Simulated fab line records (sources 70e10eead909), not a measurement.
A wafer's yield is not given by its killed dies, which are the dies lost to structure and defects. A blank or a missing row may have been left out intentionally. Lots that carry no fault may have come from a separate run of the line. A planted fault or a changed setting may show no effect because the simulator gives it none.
Struck lot and sound lot, side by side :: flow nand_harc :: 35 out of 1159 route steps
Sound: wafers L886.1, L886.2, L886.3. Struck: wafers L897.3, L897.5 (left out: L897.6, a lot-mate that was not struck); the cause follows at the end.
For every step that has rows: the tool of each side, followed by ch and its chambers, followed by its first start. Under that, the readings that differ: sound wafers :: struck wafers :: difference of the means :: sigmas: that difference in standard deviations of wafers without a fault.
alike: readings whose means differ by less than 2 such deviations, and words and numbers that are the same on both sides. not compared: withheld readings, readings that some wafer has no value for, bounds like >300 that may hide the same value, and numbers for which the record gives no deviation and whose values overlap.
A row with sigmas, a row that says differs or no value, or rows on one side alone: a step with any of these is where the two part. When numbers do not overlap yet have no deviation, they are printed without sigmas and do not part them. A reading that every wafer of one side lacks parts them only if that side has two wafers or more.

first, 10 steps without rows for these wafers: NHARC_A_SGD_CUT_SRD_19; NHARC_A_SGD_CUT_DEP_20 (deposits SiO2, target thk 150 nm); NHARC_A_SGD_CUT_ANNEAL_27 (time 1800 s); NHARC_A_SGD_CUT_CMP_21 (polishes, target thk 148.19 nm); NHARC_A_SGD_CUT_SRD_23; NHARC_A_SGD_CUT_ETCH_26 (etches SiO2 in dHF, target depth 45.8 nm); NHARC_A_SGD_CUT_ETCHBACK_24 (etches the open film in CH3F/O2, target depth 50 nm, time 92.857 s); NHARC_A_SGD_CUT_STRIP_28 (strips in O2, time 20 s); NHARC_A_SLIT_DEP_25 (deposits SiO2, target thk 200 nm); NHARC_A_SLIT_DEP_00 (deposits aC, target thk 3200 nm).
NHARC_A_SLIT_DEP_23: deposits SiON, target thk 100 nm.
  sound on pecvd-04 ch 0,1,2, day 15 00:40; struck on pecvd-04 ch 0,1, day 17 10:56
  alike: heater_power_w
then, 23 steps without rows for these wafers: NHARC_A_SLIT_DEHYDRATE_01 (time 120 s); NHARC_A_SLIT_HMDS_02 (time 30 s); NHARC_A_SLIT_COAT_03 (resist thk 90 nm); NHARC_A_SLIT_SOFTBAKE_04 (time 55 s); NHARC_A_SLIT_EBR_05; NHARC_A_SLIT_EXPOSE_06 (exposes mask SLIT); NHARC_A_SLIT_PEB_07 (peb time 65 s); NHARC_A_SLIT_DEVELOP_08 (develop time 35 s); NHARC_A_SLIT_DESCUM_14 (chemistry O2, time 3 s); NHARC_A_SLIT_ETCH_24 (etches the open film in CF4/CHF3, target depth 121 nm, time 60.5 s); NHARC_A_SLIT_ETCH_15 (etches the open film in O2/COS, target depth 3200 nm, time 832 s); NHARC_A_SLIT_ETCH_17 (etches the open film in C4F8/O2/Ar, time 1687.5 s, target depth 10100 nm); NHARC_A_SLIT_ETCH_26 (etches the open film in C4F8/O2/Ar, time 90 s, target depth 400 nm); NHARC_A_SLIT_STRIP_28 (strips in O2/COS); NHARC_A_SLIT_ETCH_29 (etches the open film in CF4/O2, target depth 100 nm, overetch 10 nm, time 55 s); NHARC_A_SLIT_STRIP_18 (strips in O2); NHARC_A_SLIT_PRECLEAN_19 (cleans in SC1); NHARC_A_SLIT_SRD_20; NHARC_A_SIN_REMOVE_WET_00 (chemistry H3PO4, time 15300 s); NHARC_A_SIN_REMOVE_PRECLEAN_01 (cleans in SC1); NHARC_A_SIN_REMOVE_SRD_02; NHARC_A_WL_FILL_ALD_00 (deposits Al2O3, target thk 3 nm, pulse time 3 s, ald cycles 30); NHARC_A_WL_FILL_RTA_01 (time 5 s).
-- jump in the record: it breaks off in module A_WL_FILL and resumes in module END (first step shown: number 1159 of the route), and 5 days separate the struck wafers' starts before and after --
NHARC_END_SORT_01:
  only the struck wafers appear in the record here, on prober-02 ch 0 at day 22 15:03; the sound ones have no rows

== WHERE THEY PART ==
At NHARC_END_SORT_01 and nowhere else, as far as this record goes.

WHY: whatever the simulator had introduced
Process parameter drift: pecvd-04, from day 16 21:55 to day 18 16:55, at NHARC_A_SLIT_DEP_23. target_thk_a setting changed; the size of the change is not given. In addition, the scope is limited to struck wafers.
